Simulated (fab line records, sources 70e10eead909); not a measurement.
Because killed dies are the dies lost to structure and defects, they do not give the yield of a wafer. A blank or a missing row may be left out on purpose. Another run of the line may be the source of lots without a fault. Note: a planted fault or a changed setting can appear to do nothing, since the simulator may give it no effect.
Matching of chambers :: flow nandHarc :: rieDiel-03 running NHARC_P_M2_ETCH_35: 4 sister chambers
The step etches the open film in N2/H2, target depth 40 nm, overetch 12 nm, time 43.94 s. 8 wafers are shown with their chamber, then 12 later ones without.

EACH WAFER AND ITS CHAMBER
wafer: L082.1
chamber: 0
drypumpMotorCurrentA (A): 4.8
rfVppV (V): 428.0

wafer: L083.2
chamber: 0
drypumpMotorCurrentA (A): 4.7
rfVppV (V): 426.1

wafer: L090.1
chamber: 1
drypumpMotorCurrentA (A): 5.4
rfVppV (V): 430.1

wafer: L090.5
chamber: 1
drypumpMotorCurrentA (A): 5.4
rfVppV (V): 431.2

wafer: L091.5
chamber: 2
drypumpMotorCurrentA (A): 6.0
rfVppV (V): 429.7

wafer: L094.1
chamber: 3
drypumpMotorCurrentA (A): 6.9
rfVppV (V): 427.0

wafer: L094.3
chamber: 3
drypumpMotorCurrentA (A): 6.9
rfVppV (V): 428.2

wafer: L094.6
chamber: 2
drypumpMotorCurrentA (A): 6.0
rfVppV (V): 428.6

WAFERS MISSING THEIR CHAMBER
wafer: L093.1
drypumpMotorCurrentA (A): 6.0
rfVppV (V): 429.3

wafer: L093.3
drypumpMotorCurrentA (A): 6.0
rfVppV (V): 432.2

wafer: L093.4
drypumpMotorCurrentA (A): 6.8
rfVppV (V): 427.9

wafer: L095.3
drypumpMotorCurrentA (A): 4.8
rfVppV (V): 426.8

wafer: L095.5
drypumpMotorCurrentA (A): 4.8
rfVppV (V): 426.6

wafer: L095.6
drypumpMotorCurrentA (A): 5.4
rfVppV (V): 430.9

wafer: L096.1
drypumpMotorCurrentA (A): 5.4
rfVppV (V): 430.1

wafer: L096.2
drypumpMotorCurrentA (A): 6.9
rfVppV (V): 427.9

wafer: L096.3
drypumpMotorCurrentA (A): 6.0
rfVppV (V): 430.3

wafer: L097.1
drypumpMotorCurrentA (A): 6.9
rfVppV (V): 428.6

wafer: L097.3
drypumpMotorCurrentA (A): 4.8
rfVppV (V): 426.2

wafer: L097.4
drypumpMotorCurrentA (A): 5.4
rfVppV (V): 431.7

THE CHAMBER EACH PASSED THROUGH
wafer: L093.1
from the rows above: 2
in truth: 2

wafer: L093.3
from the rows above: 2
in truth: 2

wafer: L093.4
from the rows above: 3
in truth: 3

wafer: L095.3
from the rows above: 0
in truth: 0

wafer: L095.5
from the rows above: 0
in truth: 0

wafer: L095.6
from the rows above: 1
in truth: 1

wafer: L096.1
from the rows above: 1
in truth: 1

wafer: L096.2
from the rows above: 3
in truth: 3

wafer: L096.3
from the rows above: 2
in truth: 2

wafer: L097.1
from the rows above: 3
in truth: 3

wafer: L097.3
from the rows above: 0
in truth: 0

wafer: L097.4
from the rows above: 1
in truth: 1
Placed correctly: 12 of 12. Can't be placed from these rows: 0. Wrongly placed: 0.
How it was worked out, from the rows above alone: a wafer's distance from a chamber is the root of the sum, over the readings, of the square of ((its reading less the chamber's mean) divided by the reading's scatter). If the next closest chamber is less than 2 further off than the closest, the wafer can't be placed; otherwise it belongs to the closest. The mean given for a chamber averages the wafers shown for that chamber. The scatter: take each reading less its chamber's mean, square it, sum over the shown wafers, divide by the number of wafers less the number of chambers, and take the root.
